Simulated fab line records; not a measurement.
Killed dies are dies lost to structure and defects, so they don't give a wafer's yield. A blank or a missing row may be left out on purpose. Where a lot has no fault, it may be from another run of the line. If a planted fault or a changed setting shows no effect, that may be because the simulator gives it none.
Problem report, 8D (eight disciplines) form, completed by code || flow nand-harc || the parts of the form that need people (team, actions taken, sign-off) are left out

## 1. WHAT IS WRONG
Wafers without a fault read 76, standard deviation 28; raw-defect-count at NHARC_A_ONON_D1_INSPECT_32 reads a mean of 350 on 9 wafers belonging to 3 lots. That puts it +9.8 standard deviations away from the usual mean.
The first sign was on wafer L318.2 at day 14 07:34, on defect-inspect-02. Wafers with a number at this step in the record: 42, from 14 lots. The rule behind "out" and "out of limits": a value lying over 4 standard deviations away from the usual mean. The other wafers with a number count as sound.

## 2. WHAT IT IS, WHAT IT ISN'T
{"question": "which readings at this step", "is": "raw-defect-count", "is not": "-"}
{"question": "which lots", "is": "L318, L319, L322", "is not": "L305, L306, L307, L308, L309, L314, L323, L324, L326, L327, L328"}
{"question": "which wafers of those lots", "is": "all that have a number", "is not": "-"}
{"question": "read on which gauges", "is": "defect-inspect-01, defect-inspect-02", "is not": "-"}
{"question": "when", "is": "from day 14 07:34", "is not": "up to then (18 sound wafers); but 15 sound wafers of L323, L324, L326, L327, L328 came after"}

## 3. WHAT RULES OUT EACH SUSPECT
Counting: a tool at any process step up to the reading remains a suspect when it ran all the lots that are out and ran no sound lot after the first of those.
- the gauge at NHARC_A_ONON_D1_INSPECT_32 is ruled out. Those wafers that are out were read across 2 gauges (defect-inspect-01, defect-inspect-02).
- pecvd-onon-01 at NHARC_A_ONON_D1_DEP_28 (target thk 1000 nm): kept. Every lot that is out went through it, starting with L318 (day 14 06:25), and after that it ran no sound lot; the last sound lot it ran before then is L308 (day 9 07:06).
Remaining after the count: pecvd-onon-01 at NHARC_A_ONON_D1_DEP_28.

## 4. THE CAUSE (what the simulator had put in)
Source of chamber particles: pecvd-onon-01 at NHARC_A_ONON_D1_DEP_28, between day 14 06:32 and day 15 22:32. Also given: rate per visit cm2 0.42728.
The count eliminated every tool but this one.

## 5. THE EFFECT CHAIN, in route order
One row per reading whose mean, taken over the struck wafers that have a number, lies over 3 standard deviations from the usual. Only readings whose record carries a usual standard deviation are examined. hours: median over the lots of the time between each lot's start at the first step of this table that gives one and its start at this step. sigmas: the change, counted in usual standard deviations.
{"hours": 0, "step": "NHARC_A_ONON_D1_INSPECT_32", "reading": "raw-defect-count", "usual": 76, "on struck wafers": 350, "change": "+274", "sigmas": "+9.8"}
At these later measuring or inspecting steps, every struck wafer for which the step has a row has a number for every such reading, and none has moved that far: NHARC_END_SORT_01.

## 6. HOW IT WOULD HAVE BEEN CAUGHT EARLIER
In this record the first reading out of limits at a measuring or inspecting step was taken at day 14 07:34, 1 hour after the fault began at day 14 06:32.
Lots out: 3; of these, L322 started NHARC_A_ONON_D1_DEP_28 on pecvd-onon-01 after day 14 07:34. A hold on the tool at that time would have spared it.
